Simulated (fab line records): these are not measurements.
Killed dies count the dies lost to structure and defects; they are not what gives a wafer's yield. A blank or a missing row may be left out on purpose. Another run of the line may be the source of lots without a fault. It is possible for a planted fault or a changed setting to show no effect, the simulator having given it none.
Which tool is to blame? / flow n5Finfet / Sampling: 24 lots, 72 wafers, 5 of 1938 route steps

WHAT THE GAUGES SHOWED, per wafer
N5_BEOL_M14_CD_MEAS_17 targets a cd of 250 nm. Usual: cdNm 249.6 nm, standard deviation 1.4.
lot=L074; measured=day 11 06:59; on=cdSem-01; cdNm (nm)=248.9 251.2 249.5; flag=
lot=L076; measured=day 12 04:07; on=cdSem-02; cdNm (nm)=250.1 252.0 249.2; flag=
lot=L078; measured=day 12 14:04; on=cdSem-01; cdNm (nm)=248.3 249.5 247.9; flag=
lot=L075; measured=day 12 20:01; on=cdSem-03; cdNm (nm)=250.2 249.8 249.9; flag=
lot=L077; measured=day 13 00:37; on=cdSem-03; cdNm (nm)=250.5 248.2 248.5; flag=
lot=L083; measured=day 13 14:22; on=cdSem-02; cdNm (nm)=249.1 249.2 249.8; flag=
lot=L079; measured=day 14 02:20; on=cdSem-03; cdNm (nm)=249.4 251.1 247.8; flag=
lot=L080; measured=day 14 04:51; on=cdSem-03; cdNm (nm)=249.0 247.7 247.5; flag=
lot=L081; measured=day 14 08:42; on=cdSem-01; cdNm (nm)=248.4 250.1 249.2; flag=
lot=L084; measured=day 14 17:49; on=cdSem-01; cdNm (nm)=250.3 251.8 251.7; flag=
lot=L082; measured=day 14 18:07; on=cdSem-02; cdNm (nm)=251.8 251.7 250.5; flag=
lot=L087; measured=day 14 22:01; on=cdSem-01; cdNm (nm)=245.8 245.8 247.3; flag=
lot=L085; measured=day 15 07:38; on=cdSem-03; cdNm (nm)=248.8 249.0 248.4; flag=
lot=L086; measured=day 15 11:20; on=cdSem-03; cdNm (nm)=249.1 249.3 249.3; flag=
lot=L088; measured=day 15 11:36; on=cdSem-02; cdNm (nm)=249.2 248.3 248.8; flag=
lot=L090; measured=day 15 17:57; on=cdSem-02; cdNm (nm)=248.3 249.5 248.9; flag=
lot=L089; measured=day 16 01:34; on=cdSem-03; cdNm (nm)=251.1 250.1 246.9; flag=
lot=L092; measured=day 16 17:38; on=cdSem-03; cdNm (nm)=249.0 249.7 249.0; flag=
lot=L091; measured=day 16 18:59; on=cdSem-02; cdNm (nm)=251.0 249.5 247.1; flag=
lot=L093; measured=day 16 19:34; on=cdSem-03; cdNm (nm)=251.3 251.3 252.4; flag=
lot=L096; measured=day 16 20:15; on=cdSem-02; cdNm (nm)=251.5 249.4 250.6; flag=
lot=L095; measured=day 17 01:42; on=cdSem-01; cdNm (nm)=249.8 249.8 249.9; flag=
lot=L094; measured=day 17 03:32; on=cdSem-01; cdNm (nm)=249.7 249.3 250.7; flag=
lot=L097; measured=day 18 02:57; on=cdSem-02; cdNm (nm)=248.8 248.7 248.0; flag=

N5_BEOL_M15_INSPECT_12: inspects for defects (macro). Usual: rawDefectCount 2.0, standard deviation 1.3.
lot=L074; measured=day 11 12:55; on=defectInspect-02; rawDefectCount=3 1 1; flag=
lot=L076; measured=day 12 08:37; on=defectInspect-02; rawDefectCount=2 1 3; flag=
lot=L078; measured=day 12 18:23; on=defectInspect-02; rawDefectCount=4 2 1; flag=
lot=L075; measured=day 13 00:17; on=defectInspect-02; rawDefectCount=2 0 2; flag=
lot=L077; measured=day 13 05:29; on=defectInspect-02; rawDefectCount=0 0 1; flag=
lot=L083; measured=day 13 18:31; on=defectInspect-01; rawDefectCount=0 3 2; flag=
lot=L079; measured=day 14 08:26; on=defectInspect-02; rawDefectCount=3 5 1; flag=
lot=L080; measured=day 14 11:42; on=defectInspect-01; rawDefectCount=4 2 3; flag=
lot=L081; measured=day 14 12:41; on=defectInspect-01; rawDefectCount=2 2 2; flag=
lot=L084; measured=day 14 22:10; on=defectInspect-02; rawDefectCount=0 1 2; flag=
lot=L082; measured=day 14 22:31; on=defectInspect-01; rawDefectCount=0 1 3; flag=
lot=L087; measured=day 15 02:11; on=defectInspect-02; rawDefectCount=1 3 2; flag=
lot=L085; measured=day 15 11:55; on=defectInspect-01; rawDefectCount=2 3 4; flag=
lot=L086; measured=day 15 17:09; on=defectInspect-02; rawDefectCount=2 2 3; flag=
lot=L088; measured=day 15 18:16; on=defectInspect-02; rawDefectCount=4 1 1; flag=
lot=L090; measured=day 15 21:37; on=defectInspect-02; rawDefectCount=2 2 3; flag=
lot=L089; measured=day 16 05:44; on=defectInspect-01; rawDefectCount=3 0 1; flag=
lot=L092; measured=day 16 21:56; on=defectInspect-01; rawDefectCount=3 1 4; flag=
lot=L091; measured=day 17 00:31; on=defectInspect-02; rawDefectCount=3 0 2; flag=
lot=L093; measured=day 17 01:30; on=defectInspect-01; rawDefectCount=1 0 3; flag=
lot=L096; measured=day 17 03:40; on=defectInspect-02; rawDefectCount=1 0 4; flag=
lot=L095; measured=day 17 09:02; on=defectInspect-01; rawDefectCount=1 4 2; flag=
lot=L094; measured=day 17 09:12; on=defectInspect-02; rawDefectCount=1 2 4; flag=
lot=L097; measured=day 18 12:07; on=defectInspect-01; rawDefectCount=2 3 3; flag=

TOOL THAT RAN EACH LOT (tool first, then ch and the chambers of the sampled wafers, then the start)
lot=L074; N5_BEOL_M13_DEP_53=pecvd-01 ch 0,1, day 11 05:48; N5_BEOL_M14_PRE_CLEAN_42=pvdSputter-02, day 11 10:50; N5_BEOL_M14_DEP_53=pecvd-04 ch 0,1, day 11 12:04
lot=L076; N5_BEOL_M13_DEP_53=pecvd-03 ch 0,2, day 12 02:51; N5_BEOL_M14_PRE_CLEAN_42=pvdSputter-02, day 12 06:27; N5_BEOL_M14_DEP_53=pecvd-04 ch 1,2, day 12 07:37
lot=L078; N5_BEOL_M13_DEP_53=pecvd-01 ch 0,1, day 12 12:54; N5_BEOL_M14_PRE_CLEAN_42=pvdSputter-01, day 12 16:14; N5_BEOL_M14_DEP_53=pecvd-01 ch 1,2, day 12 17:24
lot=L075; N5_BEOL_M13_DEP_53=pecvd-02 ch 1,2, day 12 18:52; N5_BEOL_M14_PRE_CLEAN_42=pvdSputter-02, day 12 22:15; N5_BEOL_M14_DEP_53=pecvd-04 ch 0,1,2, day 12 23:25
lot=L077; N5_BEOL_M13_DEP_53=pecvd-03 ch 0,1, day 12 23:26; N5_BEOL_M14_PRE_CLEAN_42=pvdSputter-01, day 13 02:45; N5_BEOL_M14_DEP_53=pecvd-03 ch 0,1,2, day 13 04:38
lot=L083; N5_BEOL_M13_DEP_53=pecvd-03 ch 0,2, day 13 13:05; N5_BEOL_M14_PRE_CLEAN_42=pvdSputter-01, day 13 16:14; N5_BEOL_M14_DEP_53=pecvd-03 ch 0,1, day 13 17:38
lot=L079; N5_BEOL_M13_DEP_53=pecvd-03 ch 0,1, day 14 01:00; N5_BEOL_M14_PRE_CLEAN_42=pvdSputter-02, day 14 06:25; N5_BEOL_M14_DEP_53=pecvd-04 ch 1,2, day 14 07:34
lot=L080; N5_BEOL_M13_DEP_53=pecvd-03 ch 0,1, day 14 03:41; N5_BEOL_M14_PRE_CLEAN_42=pvdSputter-03, day 14 08:55; N5_BEOL_M14_DEP_53=pecvd-04 ch 1,2, day 14 10:43
lot=L081; N5_BEOL_M13_DEP_53=pecvd-02 ch 1,2, day 14 07:25; N5_BEOL_M14_PRE_CLEAN_42=pvdSputter-01, day 14 10:41; N5_BEOL_M14_DEP_53=pecvd-03 ch 1,2, day 14 11:57
lot=L084; N5_BEOL_M13_DEP_53=pecvd-01 ch 1, day 14 16:34; N5_BEOL_M14_PRE_CLEAN_42=pvdSputter-02, day 14 19:34; N5_BEOL_M14_DEP_53=pecvd-03 ch 0,1,2, day 14 21:12
lot=L082; N5_BEOL_M13_DEP_53=pecvd-01 ch 1, day 14 16:40; N5_BEOL_M14_PRE_CLEAN_42=pvdSputter-02, day 14 20:10; N5_BEOL_M14_DEP_53=pecvd-03 ch 0,1, day 14 21:33
lot=L087; N5_BEOL_M13_DEP_53=pecvd-03 ch 0,2, day 14 20:45; N5_BEOL_M14_PRE_CLEAN_42=pvdSputter-02, day 14 23:41; N5_BEOL_M14_DEP_53=pecvd-04 ch 0,1,2, day 15 01:19
lot=L085; N5_BEOL_M13_DEP_53=pecvd-02 ch 0,1,2, day 15 06:22; N5_BEOL_M14_PRE_CLEAN_42=pvdSputter-02, day 15 09:51; N5_BEOL_M14_DEP_53=pecvd-04 ch 0,2, day 15 11:10
lot=L086; N5_BEOL_M13_DEP_53=pecvd-03 ch 0,1,2, day 15 10:03; N5_BEOL_M14_PRE_CLEAN_42=pvdSputter-03, day 15 15:06; N5_BEOL_M14_DEP_53=pecvd-04 ch 0,1, day 15 16:25
lot=L088; N5_BEOL_M13_DEP_53=pecvd-01 ch 0,1,2, day 15 10:05; N5_BEOL_M14_PRE_CLEAN_42=pvdSputter-01, day 15 15:55; N5_BEOL_M14_DEP_53=pecvd-03 ch 0,1,2, day 15 17:25
lot=L090; N5_BEOL_M13_DEP_53=pecvd-01 ch 0,2, day 15 16:48; N5_BEOL_M14_PRE_CLEAN_42=pvdSputter-03, day 15 19:43; N5_BEOL_M14_DEP_53=pecvd-01 ch 0,1,2, day 15 20:53
lot=L089; N5_BEOL_M13_DEP_53=pecvd-01 ch 1,2, day 16 00:13; N5_BEOL_M14_PRE_CLEAN_42=pvdSputter-03, day 16 03:50; N5_BEOL_M14_DEP_53=pecvd-03 ch 0,2, day 16 05:00
lot=L092; N5_BEOL_M13_DEP_53=pecvd-02 ch 1,2, day 16 16:27; N5_BEOL_M14_PRE_CLEAN_42=pvdSputter-03, day 16 19:43; N5_BEOL_M14_DEP_53=pecvd-04 ch 0,1,2, day 16 21:04
lot=L091; N5_BEOL_M13_DEP_53=pecvd-03 ch 0,1, day 16 17:41; N5_BEOL_M14_PRE_CLEAN_42=pvdSputter-01, day 16 22:36; N5_BEOL_M14_DEP_53=pecvd-01 ch 0,1, day 16 23:47
lot=L093; N5_BEOL_M13_DEP_53=pecvd-03 ch 0,1, day 16 18:14; N5_BEOL_M14_PRE_CLEAN_42=pvdSputter-03, day 16 23:36; N5_BEOL_M14_DEP_53=pecvd-04 ch 0,1,2, day 17 00:46
lot=L096; N5_BEOL_M13_DEP_53=pecvd-03 ch 0,1, day 16 19:01; N5_BEOL_M14_PRE_CLEAN_42=pvdSputter-02, day 17 01:41; N5_BEOL_M14_DEP_53=pecvd-04 ch 0,2, day 17 02:56
lot=L095; N5_BEOL_M13_DEP_53=pecvd-01 ch 0,1, day 17 00:25; N5_BEOL_M14_PRE_CLEAN_42=pvdSputter-03, day 17 06:54; N5_BEOL_M14_DEP_53=pecvd-01 ch 0,1, day 17 08:04
lot=L094; N5_BEOL_M13_DEP_53=pecvd-01 ch 0,1, day 17 02:16; N5_BEOL_M14_PRE_CLEAN_42=pvdSputter-02, day 17 06:55; N5_BEOL_M14_DEP_53=pecvd-04 ch 1,2, day 17 08:17
lot=L097; N5_BEOL_M13_DEP_53=pecvd-01 ch 0,1, day 18 01:37; N5_BEOL_M14_PRE_CLEAN_42=pvdSputter-03, day 18 09:20; N5_BEOL_M14_DEP_53=pecvd-03 ch 0,2, day 18 11:15
- N5_BEOL_M13_DEP_53: deposits SiCN from 3MS/NH3, target thk 50 nm, time 17.8 s.
- N5_BEOL_M14_PRE_CLEAN_42: time 30 s.
- N5_BEOL_M14_DEP_53: deposits SiCN from 3MS/NH3, target thk 50 nm, time 17.8 s.

AS READ BY THE TOOLS THEMSELVES (means over the sampled wafers that have a number; for cases with no such wafer, the mark the record gives instead)
N5_BEOL_M13_DEP_53. Usual: showerheadPlenumPTorr 4.173 Torr, standard deviation 0.015; throttleValvePct 18.4 %, standard deviation 1.1.
lot=L074; tool=pecvd-01; showerheadPlenumPTorr (Torr)=4.182; throttleValvePct (%)=18.6; flag=
lot=L076; tool=pecvd-03; showerheadPlenumPTorr (Torr)=4.168; throttleValvePct (%)=17.6; flag=
lot=L078; tool=pecvd-01; showerheadPlenumPTorr (Torr)=4.171; throttleValvePct (%)=18.9; flag=
lot=L075; tool=pecvd-02; showerheadPlenumPTorr (Torr)=4.183; throttleValvePct (%)=18.8; flag=
lot=L077; tool=pecvd-03; showerheadPlenumPTorr (Torr)=4.173; throttleValvePct (%)=18.7; flag=
lot=L083; tool=pecvd-03; showerheadPlenumPTorr (Torr)=4.173; throttleValvePct (%)=18.9; flag=
lot=L079; tool=pecvd-03; showerheadPlenumPTorr (Torr)=4.167; throttleValvePct (%)=18.7; flag=
lot=L080; tool=pecvd-03; showerheadPlenumPTorr (Torr)=4.171; throttleValvePct (%)=18.7; flag=
lot=L081; tool=pecvd-02; showerheadPlenumPTorr (Torr)=4.180; throttleValvePct (%)=19.1; flag=
lot=L084; tool=pecvd-01; showerheadPlenumPTorr (Torr)=4.157; throttleValvePct (%)=18.8; flag=
lot=L082; tool=pecvd-01; showerheadPlenumPTorr (Torr)=4.161; throttleValvePct (%)=19.0; flag=
lot=L087; tool=pecvd-03; showerheadPlenumPTorr (Torr)=4.182; throttleValvePct (%)=18.8; flag=
lot=L085; tool=pecvd-02; showerheadPlenumPTorr (Torr)=4.168; throttleValvePct (%)=18.7; flag=
lot=L086; tool=pecvd-03; showerheadPlenumPTorr (Torr)=4.174; throttleValvePct (%)=18.1; flag=
lot=L088; tool=pecvd-01; showerheadPlenumPTorr (Torr)=4.180; throttleValvePct (%)=18.0; flag=
lot=L090; tool=pecvd-01; showerheadPlenumPTorr (Torr)=4.183; throttleValvePct (%)=18.0; flag=
lot=L089; tool=pecvd-01; showerheadPlenumPTorr (Torr)=4.166; throttleValvePct (%)=17.6; flag=
lot=L092; tool=pecvd-02; showerheadPlenumPTorr (Torr)=4.184; throttleValvePct (%)=19.2; flag=
lot=L091; tool=pecvd-03; showerheadPlenumPTorr (Torr)=4.170; throttleValvePct (%)=18.8; flag=
lot=L093; tool=pecvd-03; showerheadPlenumPTorr (Torr)=4.176; throttleValvePct (%)=19.3; flag=
lot=L096; tool=pecvd-03; showerheadPlenumPTorr (Torr)=4.173; throttleValvePct (%)=18.7; flag=
lot=L095; tool=pecvd-01; showerheadPlenumPTorr (Torr)=4.183; throttleValvePct (%)=18.8; flag=
lot=L094; tool=pecvd-01; showerheadPlenumPTorr (Torr)=4.168; throttleValvePct (%)=18.8; flag=
lot=L097; tool=pecvd-01; showerheadPlenumPTorr (Torr)=4.173; throttleValvePct (%)=18.7; flag=

N5_BEOL_M14_PRE_CLEAN_42. Usual: heaterPowerW 441 W, standard deviation 36.
lot=L074; tool=pvdSputter-02; heaterPowerW (W)=446; flag=
lot=L076; tool=pvdSputter-02; heaterPowerW (W)=450; flag=
lot=L078; tool=pvdSputter-01; heaterPowerW (W)=401; flag=
lot=L075; tool=pvdSputter-02; heaterPowerW (W)=447; flag=
lot=L077; tool=pvdSputter-01; heaterPowerW (W)=378; flag=
lot=L083; tool=pvdSputter-01; heaterPowerW (W)=399; flag=
lot=L079; tool=pvdSputter-02; heaterPowerW (W)=460; flag=
lot=L080; tool=pvdSputter-03; heaterPowerW (W)=435; flag=
lot=L081; tool=pvdSputter-01; heaterPowerW (W)=395; flag=
lot=L084; tool=pvdSputter-02; heaterPowerW (W)=464; flag=
lot=L082; tool=pvdSputter-02; heaterPowerW (W)=462; flag=
lot=L087; tool=pvdSputter-02; heaterPowerW (W)=463; flag=
lot=L085; tool=pvdSputter-02; heaterPowerW (W)=487; flag=
lot=L086; tool=pvdSputter-03; heaterPowerW (W)=437; flag=
lot=L088; tool=pvdSputter-01; heaterPowerW (W)=401; flag=
lot=L090; tool=pvdSputter-03; heaterPowerW (W)=464; flag=
lot=L089; tool=pvdSputter-03; heaterPowerW (W)=474; flag=
lot=L092; tool=pvdSputter-03; heaterPowerW (W)=434; flag=
lot=L091; tool=pvdSputter-01; heaterPowerW (W)=404; flag=
lot=L093; tool=pvdSputter-03; heaterPowerW (W)=441; flag=
lot=L096; tool=pvdSputter-02; heaterPowerW (W)=463; flag=
lot=L095; tool=pvdSputter-03; heaterPowerW (W)=432; flag=
lot=L094; tool=pvdSputter-02; heaterPowerW (W)=461; flag=
lot=L097; tool=pvdSputter-03; heaterPowerW (W)=465; flag=

N5_BEOL_M14_DEP_53. Usual: showerheadPlenumPTorr 4.15 Torr, standard deviation 0.032; throttleValvePct 17.9 %, standard deviation 1.3.
lot=L074; tool=pecvd-04; showerheadPlenumPTorr (Torr)=4.11; throttleValvePct (%)=18.6; flag=
lot=L076; tool=pecvd-04; showerheadPlenumPTorr (Torr)=4.15; throttleValvePct (%)=17.3; flag=
lot=L078; tool=pecvd-01; showerheadPlenumPTorr (Torr)=4.16; throttleValvePct (%)=18.3; flag=
lot=L075; tool=pecvd-04; showerheadPlenumPTorr (Torr)=4.13; throttleValvePct (%)=17.7; flag=
lot=L077; tool=pecvd-03; showerheadPlenumPTorr (Torr)=4.17; throttleValvePct (%)=18.1; flag=
lot=L083; tool=pecvd-03; showerheadPlenumPTorr (Torr)=4.19; throttleValvePct (%)=19.4; flag=
lot=L079; tool=pecvd-04; showerheadPlenumPTorr (Torr)=4.16; throttleValvePct (%)=17.3; flag=
lot=L080; tool=pecvd-04; showerheadPlenumPTorr (Torr)=4.15; throttleValvePct (%)=16.7; flag=
lot=L081; tool=pecvd-03; showerheadPlenumPTorr (Torr)=4.17; throttleValvePct (%)=17.0; flag=
lot=L084; tool=pecvd-03; showerheadPlenumPTorr (Torr)=4.17; throttleValvePct (%)=18.2; flag=
lot=L082; tool=pecvd-03; showerheadPlenumPTorr (Torr)=4.18; throttleValvePct (%)=19.5; flag=
lot=L087; tool=pecvd-04; showerheadPlenumPTorr (Torr)=4.13; throttleValvePct (%)=17.8; flag=
lot=L085; tool=pecvd-04; showerheadPlenumPTorr (Torr)=4.11; throttleValvePct (%)=18.1; flag=
lot=L086; tool=pecvd-04; showerheadPlenumPTorr (Torr)=4.13; throttleValvePct (%)=18.4; flag=
lot=L088; tool=pecvd-03; showerheadPlenumPTorr (Torr)=4.17; throttleValvePct (%)=18.2; flag=
lot=L090; tool=pecvd-01; showerheadPlenumPTorr (Torr)=4.17; throttleValvePct (%)=18.1; flag=
lot=L089; tool=pecvd-03; showerheadPlenumPTorr (Torr)=4.17; throttleValvePct (%)=17.6; flag=
lot=L092; tool=pecvd-04; showerheadPlenumPTorr (Torr)=4.14; throttleValvePct (%)=17.7; flag=
lot=L091; tool=pecvd-01; showerheadPlenumPTorr (Torr)=4.17; throttleValvePct (%)=18.8; flag=
lot=L093; tool=pecvd-04; showerheadPlenumPTorr (Torr)=4.13; throttleValvePct (%)=17.8; flag=
lot=L096; tool=pecvd-04; showerheadPlenumPTorr (Torr)=4.11; throttleValvePct (%)=18.2; flag=
lot=L095; tool=pecvd-01; showerheadPlenumPTorr (Torr)=4.17; throttleValvePct (%)=18.8; flag=
lot=L094; tool=pecvd-04; showerheadPlenumPTorr (Torr)=4.16; throttleValvePct (%)=16.9; flag=
lot=L097; tool=pecvd-03; showerheadPlenumPTorr (Torr)=4.17; throttleValvePct (%)=17.7; flag=

THE ANSWER, worked out from the rows above alone
Rule: lot off if the mean of its wafers having a number is beyond 3 standard deviations from the usual mean. Also off: a lot with no number at a reading for which 4 or more lots have one. The other lots that the step has rows for count as sound. The gauges are gone through in route order, then the tools' own readings, and for those a lot's mean is taken as printed above. At the first step where some lot is off, the reading lying furthest off is the one used; lots without a number count as furthest.
No lot is off at any reading shown: from this, nothing can be told.

WHAT HAD BEEN PUT IN BY THE SIMULATOR
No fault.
